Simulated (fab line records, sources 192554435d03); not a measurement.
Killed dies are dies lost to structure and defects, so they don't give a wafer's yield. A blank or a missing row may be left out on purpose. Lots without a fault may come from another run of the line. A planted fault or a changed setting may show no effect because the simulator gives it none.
Chamber matching | flow n5_finfet | N5_SD_EPI_N_ETCH_16 on rie_diel-02: 4 sister chambers
The step etches SiO2 in CHF3/O2, target depth 5 nm. 20 wafers are shown with their chamber, then 10 later ones without.

WAFERS WITH THEIR CHAMBER
wafer  | chamber | throttle_valve_pct (%) | showerhead_plenum_p_Torr (Torr) | oes_product_au (a.u.)
L077.1 | 3       | 19.00                  | 2.48                            | 0.72
L077.2 | 1       | 19.00                  | 2.43                            | 0.77
L077.5 | 1       | 18.98                  | 2.43                            | 0.77
L080.1 | 0       | 18.73                  | 2.45                            | 0.90
L080.2 | 2       | 19.08                  | 2.42                            | 0.77
L080.5 | 1       | 18.99                  | 2.42                            | 0.76
L082.3 | 0       | 18.72                  | 2.45                            | 0.90
L082.5 | 3       | 19.00                  | 2.48                            | 0.71
L082.6 | 0       | 18.73                  | 2.45                            | 0.89
L084.3 | 1       | 19.01                  | 2.42                            | 0.76
L084.5 | 1       | 19.02                  | 2.42                            | 0.76
L084.6 | 2       | 19.09                  | 2.42                            | 0.76
L085.3 | 1       | 19.02                  | 2.42                            | 0.75
L085.4 | 2       | 19.10                  | 2.42                            | 0.76
L085.6 | 1       | 19.03                  | 2.42                            | 0.76
L086.2 | 3       | 19.01                  | 2.48                            | 0.71
L086.3 | 0       | 18.74                  | 2.44                            | 0.88
L086.6 | 3       | 19.03                  | 2.48                            | 0.72
L087.3 | 1       | 19.02                  | 2.42                            | 0.74
L087.4 | 0       | 18.74                  | 2.44                            | 0.88

SIGNATURES (means of the wafers above)
reading                  | chamber 0 | chamber 1 | chamber 2 | chamber 3 | scatter within a chamber
throttle_valve_pct       | 18.7320   | 19.0087   | 19.0900   | 19.0100   | 0.0141
showerhead_plenum_p_Torr | 2.4460    | 2.4225    | 2.4200    | 2.4800    | 0.00411
oes_product_au           | 0.8900    | 0.7588    | 0.7633    | 0.7150    | 0.00885
Rule: a wafer's distance from a chamber is the root of the sum, over the readings, of the square of ((its reading less the chamber's mean) divided by the reading's scatter). The wafer belongs to the nearest chamber; if the next one is less than 2 further off, it can't be placed. The scatter: the root of (the sum of the squares of (reading less its chamber's mean) over the shown wafers, divided by (wafers less chambers)).

WAFERS WITHOUT THEIR CHAMBER
wafer  | throttle_valve_pct (%) | showerhead_plenum_p_Torr (Torr) | oes_product_au (a.u.)
L087.6 | 19.01                  | 2.48                            | 0.72
L089.2 | 19.02                  | 2.48                            | 0.70
L089.4 | 19.11                  | 2.41                            | 0.76
L089.5 | 19.03                  | 2.42                            | 0.75
L091.1 | 19.13                  | 2.41                            | 0.75
L091.3 | 19.03                  | 2.48                            | 0.70
L091.4 | 18.75                  | 2.44                            | 0.86
L094.1 | 18.77                  | 2.44                            | 0.85
L094.2 | 19.06                  | 2.47                            | 0.71
L094.6 | 19.05                  | 2.47                            | 0.70

WHICH CHAMBER EACH WENT THROUGH
wafer  | from the rows above | in truth
L087.6 | 3                   | 3
L089.2 | 3                   | 3
L089.4 | 2                   | 2
L089.5 | 1                   | 1
L091.1 | 2                   | 2
L091.3 | 3                   | 3
L091.4 | 0                   | 0
L094.1 | 0                   | 0
L094.2 | 3                   | 3
L094.6 | 3                   | 3
Placed correctly: 10 of 10. Can't be placed from these rows: 0. Placed wrongly: 0.
